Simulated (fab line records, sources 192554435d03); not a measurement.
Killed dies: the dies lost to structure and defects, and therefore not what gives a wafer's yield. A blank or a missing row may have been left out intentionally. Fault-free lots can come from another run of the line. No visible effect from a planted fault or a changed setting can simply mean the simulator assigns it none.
fab line records	flow n5_finfet
record: lots: 6	wafers: 18	last_day: 16
route steps=1938 shown BEOL_M2@903 BEOL_M4@1111 PASSIVATION@1936
lots with no fault: from the same line, run without faults
start_h: start of the lot's first displayed wafer, in hours after the record's first day	wait_h: hours from the lot's prior step to this one	" repeats the value in the row above	L1.1+2: a row that stands for several wafers	- no value present, or no start provided	* or withheld: withheld	< > ~ a bound
route shown NAME@n: names a module that has steps shown in the file, with the first one's number in the route	usual: the fault-free wafers' mean and standard deviation	same: alike in all rows	chamber/n: place in a boat	sites: the reading at each site	_std_site: how widely they spread, as a standard deviation	_edge_site: inner sites' mean taken away from outer sites' mean	radius_mm: for every site, how far away it sits from the centre of the wafer	mask NAME#n: copy n	behind: the last tool/chamber to shape the wafer	hold: the reason the lot was held/the length of the hold in hours/how it ended	device: whichever transistor did not switch (one of n, p or np)	end of line: the route-end tests of the same wafers	where a step has no rows: the recipe by itself	killed: dies that structure and defects cost at the first sort, which is not the same as the wafer's yield	map: the dies of a wafer, with x for killed, . for not killed, _ for no die there
set.NAME: the setting the step ran with; set.NAME@STEP: the setting that earlier step ran with	model.NAME: the simulator's own value behind a step, which no gauge read
certain route steps with their lots: each step a table, each wafer a row
services: from which hour (start_h, from the record's first day; less than 0 if before it) a tool's chamber was out of use, for how many hours, and why
== steps ==
step: N5_BEOL_M2_CVD_47
recipe: material: Co	target_thk_a: 30	temp_c: withheld	precursor: CCTBA/H2	pressure_torr: 30	time_s: 223.8
step: N5_BEOL_M2_SPUTTER_48
recipe: material: Cu	target_thk_a: 45	temp_c: -20	chamber_pressure_pa: 0.07	power_w: withheld	time_s: 8.29
step: N5_BEOL_M2_ANNEAL_49
recipe: temp_c: 400	time_s: 240	ambient: vacuum
step: N5_BEOL_M2_SPUTTER_79
recipe: material: Cu	target_thk_a: 45	temp_c: -20	chamber_pressure_pa: 0.07	power_w: withheld	time_s: 8.29
usual: throttle_valve_pct: 29.8/0.97
lot.wafer	tool	chamber	start_h	wait_h	throttle_valve_pct
L894.1	pvd_sputter-02	-	159.34	0.1	28.7
L894.2	"	-	"	"	30.2
L894.5	"	-	"	"	30.0
L896.1	pvd_sputter-02	-	171.54	0.1	29.0
L896.2	"	-	"	"	30.6
L896.5	"	-	"	"	30.5
L905.1	pvd_sputter-02	-	226.28	0.1	30.2
L905.3	"	-	"	"	30.6
L905.4	"	-	"	"	28.8
L907.1	pvd_sputter-01	-	232.45	0.1	30.4
L907.5	"	-	"	"	28.5
L907.6	"	-	"	"	31.4
L910.4	pvd_sputter-02	-	264.61	0.1	30.2
L910.5	"	-	"	"	29.5
L910.6	"	-	"	"	30.1
L911.1	pvd_sputter-03	-	267.78	0.1	29.9
L911.2	"	-	"	"	28.0
L911.3	"	-	"	"	31.3
step: N5_BEOL_M2_ANNEAL_80
recipe: temp_c: 400	time_s: 240	ambient: vacuum
step: N5_BEOL_M2_SPUTTER_81
recipe: material: Cu	target_thk_a: 45	temp_c: -20	chamber_pressure_pa: 0.07	power_w: withheld	time_s: 8.29
step: N5_BEOL_M2_ANNEAL_82
recipe: temp_c: 400	time_s: 240	ambient: vacuum
step: N5_BEOL_M2_SPUTTER_86
recipe: material: Cu	target_thk_a: 45	temp_c: -20	chamber_pressure_pa: 0.07	power_w: withheld	time_s: 8.29
step: N5_BEOL_M2_ANNEAL_87
recipe: temp_c: 400	time_s: 240	ambient: vacuum
usual: heater_power_w: 870/140	susceptor_temp_C: 400.01/0.23
lot.wafer	tool	chamber	start_h	wait_h	heater_power_w	susceptor_temp_C
L894.1	pvd_sputter-02	-	159.86	0.0	721	400.10
L894.2	"	-	"	"	1032	399.52
L894.5	"	-	"	"	1023	399.98
L896.1	pvd_sputter-02	-	172.06	0.0	704	400.14
L896.2	"	-	"	"	1033	400.18
L896.5	"	-	"	"	1032	400.02
L905.1	pvd_sputter-02	-	226.80	0.0	1009	399.99
L905.3	"	-	"	"	1043	400.23
L905.4	"	-	"	"	711	399.98
L907.1	pvd_sputter-01	-	232.97	0.0	727	400.18
L907.5	"	-	"	"	840	400.17
L907.6	"	-	"	"	830	400.06
L910.4	pvd_sputter-02	-	265.13	0.0	1068	400.19
L910.5	"	-	"	"	901	399.75
L910.6	"	-	"	"	1019	399.92
L911.1	pvd_sputter-03	-	268.30	0.0	827	400.02
L911.2	"	-	"	"	1201	399.69
L911.3	"	-	"	"	682	400.58
step: N5_BEOL_M2_SPUTTER_88
recipe: material: Cu	target_thk_a: 45	temp_c: -20	chamber_pressure_pa: 0.07	power_w: withheld	time_s: 8.29
usual: throttle_valve_pct: 29.7/0.98
lot.wafer	tool	chamber	start_h	wait_h	throttle_valve_pct
L894.1	pvd_sputter-02	-	160.00	0.1	28.6
L894.2	"	-	"	"	30.4
L894.5	"	-	"	"	30.1
L896.1	pvd_sputter-02	-	172.20	0.1	28.6
L896.2	"	-	"	"	30.4
L896.5	"	-	"	"	30.4
L905.1	pvd_sputter-02	-	226.94	0.1	30.1
L905.3	"	-	"	"	30.5
L905.4	"	-	"	"	28.9
L907.1	pvd_sputter-01	-	233.11	0.1	30.5
L907.5	"	-	"	"	28.5
L907.6	"	-	"	"	31.4
L910.4	pvd_sputter-02	-	265.27	0.1	30.4
L910.5	"	-	"	"	29.6
L910.6	"	-	"	"	30.0
L911.1	pvd_sputter-03	-	268.44	0.1	30.1
L911.2	"	-	"	"	27.9
L911.3	"	-	"	"	31.4
step: N5_BEOL_M2_ANNEAL_89
recipe: temp_c: 400	time_s: 240	ambient: vacuum
usual: heater_power_w: 870/140	susceptor_temp_C: 399.99/0.23
lot.wafer	tool	chamber	start_h	wait_h	heater_power_w	susceptor_temp_C
L894.1	pvd_sputter-02	-	160.08	0.0	689	400.08
L894.2	"	-	"	"	1065	399.76
L894.5	"	-	"	"	1028	400.11
L896.1	pvd_sputter-02	-	172.28	0.0	687	399.99
L896.2	"	-	"	"	1059	399.87
L896.5	"	-	"	"	1034	399.89
L905.1	pvd_sputter-02	-	227.02	0.0	1032	399.62
L905.3	"	-	"	"	1029	400.21
L905.4	"	-	"	"	707	399.94
L907.1	pvd_sputter-01	-	233.19	0.0	714	399.82
L907.5	"	-	"	"	828	400.61
L907.6	"	-	"	"	818	400.14
L910.4	pvd_sputter-02	-	265.35	0.0	1036	400.24
L910.5	"	-	"	"	932	399.55
L910.6	"	-	"	"	1021	400.21
L911.1	pvd_sputter-03	-	268.52	0.0	850	400.63
L911.2	"	-	"	"	1194	400.01
L911.3	"	-	"	"	689	400.08
step: N5_BEOL_M2_SPUTTER_90
recipe: material: Cu	target_thk_a: 45	temp_c: -20	chamber_pressure_pa: 0.07	power_w: withheld	time_s: 8.29
step: N5_BEOL_M2_ANNEAL_91
recipe: temp_c: 400	time_s: 240	ambient: vacuum
usual: heater_power_w: 871/140	susceptor_temp_C: 400.02/0.24
lot.wafer	tool	chamber	start_h	wait_h	heater_power_w	susceptor_temp_C
L894.1	pvd_sputter-02	-	160.30	0.0	692	400.07
L894.2	"	-	"	"	1065	400.13
L894.5	"	-	"	"	1013	399.73
L896.1	pvd_sputter-02	-	172.50	0.0	698	399.69
L896.2	"	-	"	"	1025	399.36
L896.5	"	-	"	"	1065	399.68
L905.1	pvd_sputter-02	-	227.24	0.0	-	-
L905.3	"	-	"	"	-	-
L905.4	"	-	"	"	-	-
L907.1	pvd_sputter-01	-	233.41	0.0	-	-
L907.5	"	-	"	"	-	-
L907.6	"	-	"	"	-	-
L910.4	pvd_sputter-02	-	265.57	0.0	1051	399.97
L910.5	"	-	"	"	936	399.65
L910.6	"	-	"	"	1005	400.10
L911.1	pvd_sputter-03	-	268.74	0.0	829	400.14
L911.2	"	-	"	"	1146	400.17
L911.3	"	-	"	"	684	400.08
step: N5_BEOL_M2_SPUTTER_92
recipe: material: Cu	target_thk_a: 45	temp_c: -20	chamber_pressure_pa: 0.07	power_w: withheld	time_s: 8.29
usual: throttle_valve_pct: 29.7/0.97
lot.wafer	tool	chamber	start_h	wait_h	throttle_valve_pct
L894.1	pvd_sputter-02	-	160.44	0.1	28.8
L894.2	"	-	"	"	30.5
L894.5	"	-	"	"	30.0
L896.1	pvd_sputter-02	-	172.64	0.1	28.8
L896.2	"	-	"	"	30.5
L896.5	"	-	"	"	30.4
L905.1	pvd_sputter-02	-	227.38	0.1	30.1
L905.3	"	-	"	"	30.2
L905.4	"	-	"	"	29.0
L907.1	pvd_sputter-01	-	233.55	0.1	30.1
L907.5	"	-	"	"	28.3
L907.6	"	-	"	"	31.4
L910.4	pvd_sputter-02	-	265.71	0.1	30.3
L910.5	"	-	"	"	29.6
L910.6	"	-	"	"	30.1
L911.1	pvd_sputter-03	-	268.88	0.1	29.7
L911.2	"	-	"	"	27.9
L911.3	"	-	"	"	31.1
step: N5_BEOL_M4_RC_MEAS_101
usual: DIBL_N: 36.9/1.7	DIBL_P: 36.7/2.1	IOFF_N: 0.17/0.032	IOFF_P: 0.22/0.036	ION_N: 674/12	ION_P: 461/7	SS_N: 71.7/0.6	SS_P: 73.4/0.67	VT_N: 249/3.1	VT_P: -250/3.2
lot.wafer	tool	chamber	start_h	wait_h	DIBL_N[mV/V]	DIBL_P[mV/V]	IOFF_N[nA/um]	IOFF_P[nA/um]	ION_N[uA/um]	ION_P[uA/um]	SS_N[mV/dec]	SS_P[mV/dec]	VT_N[mV]	VT_P[mV]
L894.1	prober-02	0	181.90	0.0	31.7	30.0	0.10	0.14	645	445	70.4	72.0	257	-256
L894.2	"	0	"	"	36.6	36.0	0.17	0.21	668	455	71.1	73.4	253	-252
L894.5	"	0	"	"	37.1	37.4	0.20	0.23	686	464	71.0	73.0	247	-249
L896.1	prober-02	0	197.33	0.1	38.2	39.5	0.20	0.25	685	468	72.1	73.7	247	-248
L896.2	"	0	"	"	37.2	39.1	0.19	0.25	676	469	71.7	74.4	248	-249
L896.5	"	0	"	"	37.9	39.8	0.20	0.25	681	462	72.0	73.5	246	-248
L905.1	prober-01	0	249.71	0.0	37.9	38.3	0.20	0.25	681	464	71.8	73.7	247	-251
L905.3	"	0	"	"	37.7	37.7	0.20	0.24	686	467	72.0	74.1	247	-247
L905.4	"	0	"	"	37.2	37.0	0.18	0.22	681	464	70.8	73.4	248	-248
L907.1	prober-01	0	252.85	0.0	38.0	37.6	0.18	0.20	676	459	72.0	73.0	250	-251
L907.5	"	0	"	"	35.6	34.2	0.12	0.15	653	443	71.8	72.2	254	-257
L907.6	"	0	"	"	38.3	38.6	0.18	0.21	685	460	72.3	73.8	248	-252
L910.4	prober-01	0	286.39	0.5	35.7	35.6	0.16	0.24	680	468	71.9	72.9	247	-246
L910.5	"	0	"	"	33.9	33.3	0.12	0.19	660	460	71.3	72.2	254	-249
L910.6	"	0	"	"	37.7	38.0	0.19	0.28	698	472	72.2	73.4	245	-242
L911.1	prober-01	0	288.99	0.0	38.3	39.8	0.19	0.26	674	471	72.0	74.2	247	-246
L911.2	"	0	"	"	36.0	36.7	0.15	0.20	672	459	71.0	73.8	252	-249
L911.3	"	0	"	"	37.9	38.9	0.20	0.24	683	460	72.2	73.7	248	-250
step: N5_PASSIVATION_PROBE_49
usual: defect_limited_yield: 91.7/1.5	killed_at_M0_to_M3: 32/9.6	killed_at_M4_up: 13/5.3	killed_at_contacts: 12/6.8	killed_at_front_end: 36/9.8	killed_at_other: 4/3.1	killed_dies: 98/17	killed_open: 65/13	killed_short: 32/8.5	sort_bin_5_function: 4.9/0.93	sort_bin_6_memory: 3.2/0.67	sort_bin_8_speed: 0.00/0.02	sort_n_pass: 1082/17	sort_yield_pct: 91.7/1.4
same: gross_dies: 1180	killed_at_back_side: 0	sort_bin_4_leakage[%]: 0
lot.wafer	tool	chamber	start_h	wait_h	defect_limited_yield[%]	killed_at_M0_to_M3	killed_at_M4_up	killed_at_contacts	killed_at_front_end	killed_at_other	killed_dies	killed_open	killed_short	sort_bin_5_function[%]	sort_bin_6_memory[%]	sort_bin_8_speed[%]	sort_n_pass	sort_yield_pct[%]
L905.4	prober-01	-	346.28	0.2	95.4	11	12	13	16	2	54	37	17	2.5	2.0	0	1126	95.4
L911.1	prober-02	-	391.95	0.0	88.4	43	12	33	39	10	137	92	40	7.1	4.2	0	1043	88.4
L911.2	prober-02	-	392.00	0.1	91.0	33	6	22	43	2	106	77	29	5.3	3.4	0	1074	91.0
L911.3	prober-02	-	392.05	0.1	91.8	36	9	23	27	2	97	62	35	4.7	3.4	0	1083	91.8
killed by level:class
L905.4 MOL_CONTACT_COAG:geometric_particle:open=10 BEOL_M4:geometric_particle:open=6 MOL_CONTACT_COAG:geometric_particle:short=3 BEOL_M0_SAQP:geometric_particle:open=3 BEOL_M2:geometric_particle:open=3 FIN_SAQP:geometric_particle:open=2 STI_FIN_REVEAL:geometric_particle:open=2 ILD0:geometric_particle:short=2
L911.1 MOL_CONTACT_COAG:geometric_particle:open=20 STI_FIN_REVEAL:geometric_particle:open=17 BEOL_M3:geometric_particle:open=12 BEOL_M2:geometric_particle:open=10 MOL_CONTACT_COAG:geometric_particle:short=10 BEOL_M0_SAQP:geometric_particle:short=6 BEOL_M0_SAQP:geometric_particle:open=6 FIN_SAQP:geometric_particle:open=5
L911.2 MOL_CONTACT_COAG:geometric_particle:open=19 STI_FIN_REVEAL:geometric_particle:open=16 FIN_SAQP:geometric_particle:short=9 BEOL_M3:geometric_particle:open=9 BEOL_M2:geometric_particle:open=6 BEOL_M2:geometric_particle:short=5 BEOL_M0_SAQP:geometric_particle:open=5 BEOL_M4:geometric_particle:open=4
L911.3 MOL_CONTACT_COAG:geometric_particle:open=18 BEOL_M1:geometric_particle:open=8 FIN_SAQP:geometric_particle:open=6 GATE_CUT:geometric_particle:short=6 BEOL_M0_SAQP:geometric_particle:short=6 MOL_CONTACT_COAG:geometric_particle:short=5 BEOL_M2:geometric_particle:open=5 BEOL_M3:geometric_particle:open=5
== services ==
tool	chamber	start_h	hours	kind
pvd_sputter-03	-	150.18	7.7	repair
== key ==
first_sign: step: N5_BEOL_M2_ANNEAL_91	reading: tool_record	direction: missing
effect none on later readings
met_at N5_BEOL_M2_ANNEAL_91
struck_wafers L905.1,L905.3,L905.4,L907.1,L907.5,L907.6
onset_between 172.50 227.24
fault: kind: skipped_step_whole	tool: pvd_sputter-01,pvd_sputter-02	chamber: -	onset_h: 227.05	steps: N5_BEOL_M2_ANNEAL_91	scope: struck_lots_only
